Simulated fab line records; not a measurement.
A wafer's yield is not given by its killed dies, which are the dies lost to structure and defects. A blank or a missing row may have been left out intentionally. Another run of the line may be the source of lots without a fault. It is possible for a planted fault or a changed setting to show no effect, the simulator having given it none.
Chamber matching :: flow n5-finfet :: 4 sister chambers for N5_MOL_CONTACT_COAG_DESCUM_88 on rie-diel-03
The step chemistry O2, time 7 s. 16 wafers are shown with their chamber, then 8 later ones without.

WAFERS, EACH WITH ITS CHAMBER
wafer: L079.3
chamber: 2
drypump-motor-current-A (A): 5.3
showerhead-plenum-p-Torr (Torr): 2.13
throttle-valve-pct (%): 20.87

wafer: L079.4
chamber: 2
drypump-motor-current-A (A): 5.3
showerhead-plenum-p-Torr (Torr): 2.12
throttle-valve-pct (%): 20.87

wafer: L079.6
chamber: 3
drypump-motor-current-A (A): 6.3
showerhead-plenum-p-Torr (Torr): 2.00
throttle-valve-pct (%): 20.79

wafer: L081.2
chamber: 3
drypump-motor-current-A (A): 6.4
showerhead-plenum-p-Torr (Torr): 2.00
throttle-valve-pct (%): 20.78

wafer: L081.3
chamber: 2
drypump-motor-current-A (A): 5.3
showerhead-plenum-p-Torr (Torr): 2.12
throttle-valve-pct (%): 20.87

wafer: L081.5
chamber: 3
drypump-motor-current-A (A): 6.4
showerhead-plenum-p-Torr (Torr): 2.00
throttle-valve-pct (%): 20.79

wafer: L082.1
chamber: 3
drypump-motor-current-A (A): 6.3
showerhead-plenum-p-Torr (Torr): 2.00
throttle-valve-pct (%): 20.80

wafer: L082.2
chamber: 0
drypump-motor-current-A (A): 5.7
showerhead-plenum-p-Torr (Torr): 2.18
throttle-valve-pct (%): 20.41

wafer: L082.4
chamber: 0
drypump-motor-current-A (A): 5.7
showerhead-plenum-p-Torr (Torr): 2.18
throttle-valve-pct (%): 20.42

wafer: L085.2
chamber: 1
drypump-motor-current-A (A): 5.2
showerhead-plenum-p-Torr (Torr): 2.12
throttle-valve-pct (%): 20.51

wafer: L085.3
chamber: 0
drypump-motor-current-A (A): 5.7
showerhead-plenum-p-Torr (Torr): 2.18
throttle-valve-pct (%): 20.42

wafer: L085.6
chamber: 0
drypump-motor-current-A (A): 5.7
showerhead-plenum-p-Torr (Torr): 2.18
throttle-valve-pct (%): 20.44

wafer: L087.1
chamber: 0
drypump-motor-current-A (A): 5.7
showerhead-plenum-p-Torr (Torr): 2.18
throttle-valve-pct (%): 20.44

wafer: L087.3
chamber: 3
drypump-motor-current-A (A): 6.3
showerhead-plenum-p-Torr (Torr): 1.99
throttle-valve-pct (%): 20.81

wafer: L087.6
chamber: 2
drypump-motor-current-A (A): 5.3
showerhead-plenum-p-Torr (Torr): 2.12
throttle-valve-pct (%): 20.90

wafer: L088.2
chamber: 3
drypump-motor-current-A (A): 6.3
showerhead-plenum-p-Torr (Torr): 1.99
throttle-valve-pct (%): 20.81

SIGNATURES (means of the wafers above)
reading: drypump-motor-current-A
chamber 0: 5.700
chamber 1: 5.200
chamber 2: 5.300
chamber 3: 6.333
scatter within a chamber: 0.0333

reading: showerhead-plenum-p-Torr
chamber 0: 2.1800
chamber 1: 2.1200
chamber 2: 2.1225
chamber 3: 1.9967
scatter within a chamber: 0.00417

reading: throttle-valve-pct
chamber 0: 20.4260
chamber 1: 20.5100
chamber 2: 20.8775
chamber 3: 20.7967
scatter within a chamber: 0.0133
Rule: distance of a wafer from a chamber = root of the sum over the readings of ((wafer's reading minus chamber's mean) / reading's scatter) squared. If the next closest chamber is less than 2 further off than the closest, the wafer can't be placed; otherwise it belongs to the closest. The scatter: the root of (the sum of the squares of (reading less its chamber's mean) over the shown wafers, divided by (wafers less chambers)).

WAFERS WHOSE CHAMBER IS MISSING
wafer: L088.3
drypump-motor-current-A (A): 5.3
showerhead-plenum-p-Torr (Torr): 2.12
throttle-valve-pct (%): 20.90

wafer: L088.5
drypump-motor-current-A (A): 5.3
showerhead-plenum-p-Torr (Torr): 2.12
throttle-valve-pct (%): 20.90

wafer: L091.3
drypump-motor-current-A (A): 5.7
showerhead-plenum-p-Torr (Torr): 2.17
throttle-valve-pct (%): 20.46

wafer: L091.5
drypump-motor-current-A (A): 6.4
showerhead-plenum-p-Torr (Torr): 1.99
throttle-valve-pct (%): 20.84

wafer: L091.6
drypump-motor-current-A (A): 5.3
showerhead-plenum-p-Torr (Torr): 2.11
throttle-valve-pct (%): 20.92

wafer: L093.1
drypump-motor-current-A (A): 6.3
showerhead-plenum-p-Torr (Torr): 1.99
throttle-valve-pct (%): 20.82

wafer: L093.2
drypump-motor-current-A (A): 5.6
showerhead-plenum-p-Torr (Torr): 2.17
throttle-valve-pct (%): 20.45

wafer: L093.4
drypump-motor-current-A (A): 5.2
showerhead-plenum-p-Torr (Torr): 2.11
throttle-valve-pct (%): 20.53

THE CHAMBER EACH PASSED THROUGH
wafer: L088.3
from the rows above: 2
in truth: 2

wafer: L088.5
from the rows above: 2
in truth: 2

wafer: L091.3
from the rows above: 0
in truth: 0

wafer: L091.5
from the rows above: 3
in truth: 3

wafer: L091.6
from the rows above: 2
in truth: 2

wafer: L093.1
from the rows above: 3
in truth: 3

wafer: L093.2
from the rows above: 0
in truth: 0

wafer: L093.4
from the rows above: 1
in truth: 1
Correct placement for 8 of the 8. Not placeable from these rows: 0. Number placed wrongly: 0.
